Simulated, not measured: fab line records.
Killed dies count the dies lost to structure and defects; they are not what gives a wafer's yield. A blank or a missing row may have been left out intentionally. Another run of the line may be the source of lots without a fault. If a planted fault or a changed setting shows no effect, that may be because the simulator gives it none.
What tool caused it?    flow nand harc    6 lots, 17 wafers sampled, at 4 steps of a route of 1159

== WHAT THE GAUGES READ, wafer by wafer ==
NHARC_A_ONON_D1_THK_MEAS_08: measures by ellipsometry.
lot   measured      on             thk nm (nm)
L131  day 8 12:47   film metro-01  991 992 991
L133  day 8 20:10   film metro-02  1004 1005 1006
L135  day 9 03:47   film metro-01  1001 1001 1003
L142  day 10 22:47  film metro-02  998 996 997
L139  day 10 22:57  film metro-02  996 713
L149  day 12 12:56  film metro-02  1013 1012 1013

== EACH LOT AND THE TOOL THAT RAN IT (in order: tool; ch and the chambers of the sampled wafers; start) ==
lot   NHARC_P_BONDPAD_ACTIVATE_29        NHARC_A_ZERO_WELL_ETCH_13        NHARC_A_ONON_D1_DEP_06
L131  rie diel-05 ch 1,2,3, day 7 08:08  rie si-03 ch 2,3, day 7 09:46    pecvd onon-02 ch 0, day 8 12:17
L133  rie diel-09 ch 0,1,2, day 7 18:55  rie si-03 ch 0,1, day 7 20:38    pecvd onon-02 ch 0, day 8 19:40
L135  rie diel-09 ch 0,2, day 8 03:34    rie si-04 ch 0,1,2, day 8 05:16  pecvd onon-02 ch 0, day 9 03:24
L142  rie diel-09 ch 2,3, day 9 18:58    rie si-04 ch 1,2, day 9 20:30    pecvd onon-01 ch 0, day 10 22:27
L139  rie diel-11 ch 2,3, day 9 19:52    rie si-04 ch 2,3, day 9 21:31    pecvd onon-02 ch 0, day 10 22:40
L149  rie diel-05 ch 1,2, day 11 14:50   rie si-03 ch 0,2, day 11 16:26   pecvd onon-01 ch 0, day 12 12:29
- NHARC_P_BONDPAD_ACTIVATE_29: chemistry N2, time 60 s.
- NHARC_A_ZERO_WELL_ETCH_13: etches the open film in HBr/Cl2, target depth 120 nm, time 40.1 s.
- NHARC_A_ONON_D1_DEP_06: target thk 1000 nm.

== THE ANSWER, worked out from the rows above alone ==
Rule: usual is defined by the lots themselves. Put in order of their means at a reading, lots are off if they are a third of the lots or fewer, leave a main group of 4 or more, and stand apart from it by a gap of 3 or more times the standard deviation of the main group's means; of several such gaps the widest counts. The tables above print the reading to a certain number of digits; a main group whose means all agree to those digits is not used. Also off: a lot with no number at a reading for which 4 or more lots have one. Any other lot the step has rows for is counted as sound.
Off: L139, at NHARC_A_ONON_D1_THK_MEAS_08 (thk nm). Mean 1002 nm and standard deviation 7.2 in the main group.
A tool fits if, at a process step before that reading, it ran every lot that is off, and no sound lot after the first of them. Gauges at NHARC_A_ONON_D1_THK_MEAS_08: tried the same way as those tools. Can't be told from this: 3 tools fit, rie diel-11 at NHARC_P_BONDPAD_ACTIVATE_29, rie si-04 at NHARC_A_ZERO_WELL_ETCH_13, pecvd onon-02 at NHARC_A_ONON_D1_DEP_06.

== WHAT THE SIMULATOR HAD PUT IN ==
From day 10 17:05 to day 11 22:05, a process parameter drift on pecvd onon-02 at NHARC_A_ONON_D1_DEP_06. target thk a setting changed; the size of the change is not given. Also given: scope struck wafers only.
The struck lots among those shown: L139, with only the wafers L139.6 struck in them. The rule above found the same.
